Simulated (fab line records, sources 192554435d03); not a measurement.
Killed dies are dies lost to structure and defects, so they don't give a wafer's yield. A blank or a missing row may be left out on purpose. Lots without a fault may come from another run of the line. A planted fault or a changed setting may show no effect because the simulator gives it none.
Chamber matching | flow n5_finfet | N5_BEOL_M11_ETCH_61 on rie_diel-06: 4 sister chambers
The step etches SiARC in CF4, target depth 39 nm, time 65 s. 20 wafers are shown with their chamber, then 10 later ones without.

WAFERS WITH THEIR CHAMBER
wafer  | chamber | drypump_motor_current_A (A) | throttle_valve_pct (%) | showerhead_plenum_p_Torr (Torr)
L076.3 | 2       | 5.7                         | 16.18                  | 2.03
L076.4 | 3       | 5.9                         | 15.52                  | 2.09
L076.6 | 2       | 5.7                         | 16.18                  | 2.03
L079.4 | 3       | 5.9                         | 15.53                  | 2.09
L079.5 | 3       | 5.9                         | 15.53                  | 2.09
L079.6 | 2       | 5.8                         | 15.70                  | 2.28
L078.1 | 2       | 5.8                         | 15.73                  | 2.28
L078.4 | 0       | 5.5                         | 15.58                  | 2.29
L078.6 | 2       | 5.8                         | 15.72                  | 2.28
L082.1 | 1       | 6.2                         | 15.97                  | 2.21
L082.2 | 3       | 5.9                         | 15.55                  | 2.09
L082.3 | 0       | 5.5                         | 15.58                  | 2.29
L087.3 | 1       | 6.2                         | 15.97                  | 2.20
L087.5 | 2       | 5.7                         | 15.76                  | 2.28
L087.6 | 1       | 6.2                         | 15.98                  | 2.20
L088.3 | 1       | 6.2                         | 15.96                  | 2.20
L088.5 | 2       | 5.8                         | 15.77                  | 2.27
L088.6 | 3       | 5.9                         | 15.55                  | 2.08
L090.2 | 1       | 6.2                         | 15.99                  | 2.20
L090.4 | 0       | 5.5                         | 15.62                  | 2.28

SIGNATURES (means of the wafers above)
reading                  | chamber 0 | chamber 1 | chamber 2 | chamber 3 | scatter within a chamber
drypump_motor_current_A  | 5.500     | 6.200     | 5.757     | 5.900     | 0.0327
throttle_valve_pct       | 15.5933   | 15.9740   | 15.8629   | 15.5360   | 0.134
showerhead_plenum_p_Torr | 2.2867    | 2.2020    | 2.2071    | 2.0880    | 0.0742
Rule: a wafer's distance from a chamber is the root of the sum, over the readings, of the square of ((its reading less the chamber's mean) divided by the reading's scatter). The wafer belongs to the nearest chamber; if the next one is less than 2 further off, it can't be placed. The scatter: the root of (the sum of the squares of (reading less its chamber's mean) over the shown wafers, divided by (wafers less chambers)).

WAFERS WITHOUT THEIR CHAMBER
wafer  | drypump_motor_current_A (A) | throttle_valve_pct (%) | showerhead_plenum_p_Torr (Torr)
L090.6 | 6.2                         | 15.96                  | 2.20
L091.1 | 5.8                         | 15.76                  | 2.27
L091.2 | 5.9                         | 15.57                  | 2.08
L091.4 | 5.5                         | 15.62                  | 2.28
L096.1 | 5.9                         | 15.59                  | 2.08
L096.3 | 5.5                         | 15.64                  | 2.28
L096.4 | 6.2                         | 16.02                  | 2.20
L097.2 | 5.5                         | 15.64                  | 2.28
L097.4 | 5.8                         | 15.80                  | 2.27
L097.6 | 5.4                         | 15.65                  | 2.28

WHICH CHAMBER EACH WENT THROUGH
wafer  | from the rows above | in truth
L090.6 | 1                   | 1
L091.1 | 2                   | 2
L091.2 | 3                   | 3
L091.4 | 0                   | 0
L096.1 | 3                   | 3
L096.3 | 0                   | 0
L096.4 | 1                   | 1
L097.2 | 0                   | 0
L097.4 | 2                   | 2
L097.6 | 0                   | 0
Placed correctly: 10 of 10. Can't be placed from these rows: 0. Placed wrongly: 0.
